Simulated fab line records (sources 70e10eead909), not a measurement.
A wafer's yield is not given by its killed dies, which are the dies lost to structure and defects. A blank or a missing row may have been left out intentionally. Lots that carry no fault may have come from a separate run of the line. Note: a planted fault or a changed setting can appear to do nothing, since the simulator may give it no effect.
Matching of chambers | flow nand-harc | NHARC_A_STAIRCASE_ETCH_253 on rie-diel-02: 4 sister chambers
The step etches the open film in C4F8/O2, target depth 50 nm, time 20.2 s. 20 wafers are shown with their chamber, then 10 later ones without.

== WAFERS WITH THEIR CHAMBER ==
wafer  | chamber | rf-vpp-V (V) | oes-product-au (a.u.) | rf-fwd-power-W (W)
L074.1 | 1       | 893          | 0.954                 | 588
L074.5 | 2       | 888          | 0.946                 | 594
L074.6 | 3       | 890          | 0.996                 | 588
L080.2 | 1       | 891          | 0.926                 | 592
L080.5 | 1       | 890          | 0.933                 | 591
L080.6 | 0       | 888          | 0.929                 | 590
L079.1 | 3       | 889          | 0.967                 | 588
L079.2 | 0       | 887          | 0.938                 | 589
L079.3 | 1       | 891          | 0.968                 | 592
L089.1 | 1       | 889          | 0.942                 | 593
L089.4 | 2       | 905          | 0.929                 | 589
L089.5 | 0       | 887          | 0.944                 | 593
L091.2 | 3       | 890          | 0.983                 | 588
L091.4 | 0       | 888          | 0.969                 | 592
L091.6 | 3       | 888          | 0.981                 | 587
L090.2 | 0       | 888          | 0.978                 | 592
L090.4 | 1       | 889          | 0.955                 | 591
L090.6 | 0       | 887          | 0.972                 | 593
L093.1 | 0       | 886          | 0.935                 | 591
L093.2 | 2       | 905          | 0.938                 | 595

SIGNATURES (averages over the wafers above)
reading        | chamber 0 | chamber 1 | chamber 2 | chamber 3 | scatter within a chamber
rf-vpp-V       | 887.29    | 890.50    | 899.33    | 889.25    | 3.63
oes-product-au | 0.95214   | 0.94633   | 0.93767   | 0.98175   | 0.0162
rf-fwd-power-W | 591.43    | 591.17    | 592.67    | 587.75    | 1.77
Rule: for each reading, subtract the chamber's mean from the wafer's reading, divide by that reading's scatter and square the result; add these up over the readings and take the root, which gives the wafer's distance from the chamber. If the next closest chamber is less than 2 further off than the closest, the wafer can't be placed; otherwise it belongs to the closest. The scatter: the root of (the sum of the squares of (reading less its chamber's mean) over the shown wafers, divided by (wafers less chambers)).

== WAFERS WITHOUT THEIR CHAMBER ==
wafer  | rf-vpp-V (V) | oes-product-au (a.u.) | rf-fwd-power-W (W)
L093.6 | 886          | 0.953                 | 588
L094.4 | 905          | 0.949                 | 592
L094.5 | 888          | 0.999                 | 589
L094.6 | 905          | 0.949                 | 593
L095.2 | 889          | 0.956                 | 591
L095.3 | 905          | 0.968                 | 593
L095.6 | 890          | 0.967                 | 589
L097.3 | 887          | 0.950                 | 592
L097.4 | 905          | 0.936                 | 592
L097.5 | 891          | 0.956                 | 594

== CHAMBER TAKEN BY EACH ==
wafer  | from the rows above          | in truth
L093.6 | can't be placed: 0 or 3 or 1 | 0
L094.4 | 2                            | 2
L094.5 | can't be placed: 3 or 0      | 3
L094.6 | 2                            | 2
L095.2 | can't be placed: 0 or 1 or 3 | 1
L095.3 | can't be placed: 2 or 1      | 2
L095.6 | can't be placed: 3 or 1 or 0 | 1
L097.3 | can't be placed: 0 or 1      | 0
L097.4 | 2                            | 2
L097.5 | can't be placed: 1 or 0 or 2 | 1
3 of 10 placed correctly. These rows do not allow placing 7 (true chamber among the candidates in 7). Wrongly placed: 0.
